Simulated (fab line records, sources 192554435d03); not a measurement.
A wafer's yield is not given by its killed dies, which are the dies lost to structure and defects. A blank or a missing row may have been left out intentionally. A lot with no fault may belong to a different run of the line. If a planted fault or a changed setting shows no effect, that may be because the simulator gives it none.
Which tool did it? | flow n5 finfet | Sampling: 10 lots, 30 wafers, 2 of 1938 route steps

== WHAT THE GAUGES READ, wafer by wafer ==
N5_BEOL_M4_RC_MEAS_101. Usual: DIBL_N 36.5 mV/V, standard deviation 1.4; DIBL_P 36.6 mV/V, standard deviation 1.6; IOFF_N 0.160 nA/um, standard deviation 0.024; IOFF_P 0.217 nA/um, standard deviation 0.029; ION_N 674 uA/um, standard deviation 8.7; ION_P 464 uA/um, standard deviation 6.5; SS_N 71.6 mV/dec, standard deviation 0.47; SS_P 73.4 mV/dec, standard deviation 0.57; VT_N 250.0 mV, standard deviation 2.5; VT_P -250 mV, standard deviation 3.1.
lot  | measured     | on        | DIBL_N (mV/V)  | DIBL_P (mV/V)  | IOFF_N (nA/um)    | IOFF_P (nA/um)    | ION_N (uA/um) | ION_P (uA/um) | SS_N (mV/dec)  | SS_P (mV/dec)  | VT_N (mV)         | VT_P (mV)      | flag
L580 | day 8 06:04  | prober-02 | 34.3 35.2 35.5 | 35.8 36.7 36.3 | 0.140 0.143 0.152 | 0.193 0.203 0.208 | 663 666 671   | 465 461 462   | 71.6 71.8 71.7 | 72.8 72.6 73.3 | 250.5 251.5 249.1 | -251 -251 -249 |
L582 | day 9 01:41  | prober-02 | 34.9 33.5 35.1 | 35.5 33.6 36.0 | 0.155 0.128 0.159 | 0.228 0.191 0.224 | 680 667 687   | 471 466 471   | 71.6 71.3 72.0 | 73.5 72.9 73.1 | 249.3 252.2 249.7 | -249 -252 -247 |
L584 | day 9 18:49  | prober-02 | 38.8 35.9 37.8 | 39.8 36.3 38.6 | 0.211 0.160 0.187 | 0.253 0.196 0.226 | 694 677 679   | 465 457 460   | 72.7 71.2 70.8 | 74.1 73.5 74.0 | 248.9 250.0 249.7 | -249 -253 -253 |
L585 | day 9 20:58  | prober-01 | 36.2 35.4 36.4 | 36.6 34.5 37.0 | 0.161 0.140 0.168 | 0.244 0.202 0.238 | 670 670 679   | 472 462 470   | 71.7 71.5 71.6 | 74.0 72.5 73.5 | 248.0 250.6 248.6 | -245 -246 -246 |
L587 | day 10 11:13 | prober-01 | 36.3 37.1 36.9 | 37.3 37.9 37.7 | 0.169 0.187 0.176 | 0.261 0.267 0.256 | 678 673 689   | 474 474 474   | 71.1 72.0 71.9 | 74.2 73.4 73.4 | 248.6 245.1 248.4 | -245 -243 -244 |
L590 | day 11 02:08 | prober-02 | 39.2 40.3 38.9 | 39.4 40.9 39.0 | 0.188 0.209 0.170 | 0.213 0.247 0.197 | 679 668 674   | 461 456 455   | 72.3 72.9 72.2 | 74.0 75.4 74.6 | 248.0 247.4 250.9 | -251 -249 -254 |
L591 | day 11 04:09 | prober-01 | 35.7 37.9 36.0 | 35.4 37.3 35.4 | 0.134 0.174 0.140 | 0.212 0.239 0.210 | 666 681 675   | 469 465 468   | 70.7 72.1 71.0 | 72.5 73.1 72.9 | 251.2 249.5 249.9 | -249 -246 -249 |
L596 | day 12 06:28 | prober-02 | 35.3 36.1 35.7 | 34.2 35.6 35.5 | 0.112 0.127 0.127 | 0.167 0.185 0.185 | 653 663 666   | 454 462 462   | 71.0 71.2 71.4 | 72.3 73.1 73.3 | 253.4 254.9 253.7 | -255 -252 -252 |
L598 | day 13 00:58 | prober-02 | 36.2 35.5 36.5 | 36.9 36.7 37.8 | 0.150 0.149 0.161 | 0.209 0.202 0.225 | 667 673 674   | 461 465 464   | 72.2 71.7 72.0 | 73.3 73.1 73.4 | 252.9 250.4 252.8 | -251 -252 -250 |
L602 | day 13 16:08 | prober-02 | 37.0 36.4 36.7 | 36.3 36.3 36.4 | 0.169 0.166 0.173 | 0.218 0.213 0.222 | 677 682 680   | 459 464 464   | 72.2 71.4 72.0 | 72.9 74.0 73.8 | 249.2 247.6 247.2 | -251 -252 -249 |

N5_MIM_TOP_LITHO_CD_MEAS_08: the cd target is 2000 nm. Usual: cd nm reads 1999.7 nm (standard deviation 1.4).
lot  | measured     | on        | cd nm (nm)           | flag
L580 | day 12 08:53 | cd sem-03 | 1999.6 2000.7 2003.0 |
L582 | day 12 15:20 | cd sem-03 | 1997.7 1997.1 1997.8 |
L584 | day 13 13:43 | cd sem-02 | 1999.1 1997.5 1997.2 |
L585 | day 13 13:45 | cd sem-03 | 2000.0 2001.9 1999.3 |
L587 | day 13 21:02 | cd sem-01 | 1999.8 1999.1 1999.8 |
L590 | day 14 21:25 | cd sem-02 | 2001.6 2001.0 2000.0 |
L591 | day 14 20:50 | cd sem-02 | 2001.1 1999.9 1999.5 |
L596 | day 18 05:26 | cd sem-01 | 2000.4 1999.3 1998.6 |
L598 | day 16 13:23 | cd sem-02 | 1998.3 1999.5 1999.4 |
L602 | day 17 15:38 | cd sem-03 | 1999.8 1999.3 1999.0 |

== WHICH TOOL RAN EACH LOT (tool, then ch and the chambers of the sampled wafers, then the start) ==
There is no process step in the record ahead of these readings.

== AS READ BY THE TOOLS THEMSELVES (means over the sampled wafers that have a number; for cases with no such wafer, the mark the record gives instead) ==
The record holds no such reading with a usual standard deviation.

== THE ANSWER, worked out from the rows above alone ==
Rule: a lot counts as off when the mean over its wafers that have a number is more than 3 standard deviations away from the usual mean. A lot without any number at a reading at which 4 lots or more have one is off too. The other lots that the step has rows for count as sound. Order of review: gauges by route order, followed by the tools' own readings, for which a lot's mean as printed above is used. The first step at which some lot is off is used, and at that step the reading that is off furthest; a lot without a number counts as furthest.
None of the lots is off at any reading shown; this tells nothing.

== WHAT THE SIMULATOR PUT IN ==
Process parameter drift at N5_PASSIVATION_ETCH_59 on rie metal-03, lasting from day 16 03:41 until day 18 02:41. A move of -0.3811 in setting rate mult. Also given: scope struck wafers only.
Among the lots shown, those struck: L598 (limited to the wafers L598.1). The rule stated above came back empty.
